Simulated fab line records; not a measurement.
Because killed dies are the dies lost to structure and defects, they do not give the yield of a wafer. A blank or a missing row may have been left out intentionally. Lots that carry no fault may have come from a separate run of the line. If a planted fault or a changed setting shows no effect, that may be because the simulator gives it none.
Matching of chambers || flow nand-harc || rie-diel-08 running NHARC_A_STAIRCASE_ETCH_294: 4 sister chambers
The step etches the open film in C4F8/O2/Ar, target depth 4992 nm, time 1212.4 s. 16 wafers are shown with their chamber, then 8 later ones without.

EACH WAFER AND ITS CHAMBER
{"wafer": "L132.3", "chamber": 0, "rf-vpp-V (V)": 1828, "oes-product-au (a.u.)": 0.933}
{"wafer": "L132.4", "chamber": 3, "rf-vpp-V (V)": 1815, "oes-product-au (a.u.)": 0.939}
{"wafer": "L132.6", "chamber": 3, "rf-vpp-V (V)": 1815, "oes-product-au (a.u.)": 0.958}
{"wafer": "L147.2", "chamber": 3, "rf-vpp-V (V)": 1815, "oes-product-au (a.u.)": 0.956}
{"wafer": "L147.3", "chamber": 1, "rf-vpp-V (V)": 1818, "oes-product-au (a.u.)": 0.939}
{"wafer": "L147.6", "chamber": 3, "rf-vpp-V (V)": 1814, "oes-product-au (a.u.)": 0.953}
{"wafer": "L146.1", "chamber": 3, "rf-vpp-V (V)": 1814, "oes-product-au (a.u.)": 0.971}
{"wafer": "L146.3", "chamber": 1, "rf-vpp-V (V)": 1820, "oes-product-au (a.u.)": 0.919}
{"wafer": "L146.5", "chamber": 1, "rf-vpp-V (V)": 1819, "oes-product-au (a.u.)": 0.924}
{"wafer": "L148.1", "chamber": 0, "rf-vpp-V (V)": 1827, "oes-product-au (a.u.)": 0.953}
{"wafer": "L148.2", "chamber": 1, "rf-vpp-V (V)": 1818, "oes-product-au (a.u.)": 0.931}
{"wafer": "L148.6", "chamber": 2, "rf-vpp-V (V)": 1830, "oes-product-au (a.u.)": 0.946}
{"wafer": "L149.2", "chamber": 0, "rf-vpp-V (V)": 1826, "oes-product-au (a.u.)": 0.946}
{"wafer": "L149.3", "chamber": 3, "rf-vpp-V (V)": 1815, "oes-product-au (a.u.)": 0.956}
{"wafer": "L149.4", "chamber": 2, "rf-vpp-V (V)": 1831, "oes-product-au (a.u.)": 0.944}
{"wafer": "L150.4", "chamber": 2, "rf-vpp-V (V)": 1830, "oes-product-au (a.u.)": 0.949}

SIGNATURES (means of the wafers above)
{"reading": "rf-vpp-V", "chamber 0": 1827.00, "chamber 1": 1818.75, "chamber 2": 1830.33, "chamber 3": 1814.67, "scatter within a chamber": 0.75}
{"reading": "oes-product-au", "chamber 0": 0.94400, "chamber 1": 0.92825, "chamber 2": 0.94633, "chamber 3": 0.95550, "scatter within a chamber": 0.00899}
Rule: for each reading, subtract the chamber's mean from the wafer's reading, divide by that reading's scatter and square the result; add these up over the readings and take the root, which gives the wafer's distance from the chamber. If the next closest chamber is less than 2 further off than the closest, the wafer can't be placed; otherwise it belongs to the closest. How the scatter is found: for the shown wafers, subtract from each reading the mean of its chamber, square and add these, divide the total by (wafers less chambers), then take the root.

WAFERS MISSING THEIR CHAMBER
{"wafer": "L150.5", "rf-vpp-V (V)": 1817, "oes-product-au (a.u.)": 0.922}
{"wafer": "L150.6", "rf-vpp-V (V)": 1829, "oes-product-au (a.u.)": 0.956}
{"wafer": "L152.1", "rf-vpp-V (V)": 1818, "oes-product-au (a.u.)": 0.951}
{"wafer": "L152.2", "rf-vpp-V (V)": 1826, "oes-product-au (a.u.)": 0.964}
{"wafer": "L152.3", "rf-vpp-V (V)": 1831, "oes-product-au (a.u.)": 0.950}
{"wafer": "L153.2", "rf-vpp-V (V)": 1826, "oes-product-au (a.u.)": 0.932}
{"wafer": "L153.4", "rf-vpp-V (V)": 1814, "oes-product-au (a.u.)": 0.955}
{"wafer": "L153.6", "rf-vpp-V (V)": 1818, "oes-product-au (a.u.)": 0.931}

WHICH CHAMBER EACH ONE RAN IN
{"wafer": "L150.5", "from the rows above": 1, "in truth": 1}
{"wafer": "L150.6", "from the rows above": "can't be placed: 2 or 0", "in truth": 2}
{"wafer": "L152.1", "from the rows above": "can't be placed: 1 or 3", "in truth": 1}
{"wafer": "L152.2", "from the rows above": 0, "in truth": 0}
{"wafer": "L152.3", "from the rows above": 2, "in truth": 2}
{"wafer": "L153.2", "from the rows above": 0, "in truth": 0}
{"wafer": "L153.4", "from the rows above": 3, "in truth": 3}
{"wafer": "L153.6", "from the rows above": 1, "in truth": 1}
6 of 8 placed correctly. Not placeable from these rows: 2 (in 2, the candidates include the true chamber). Placed wrongly: 0.
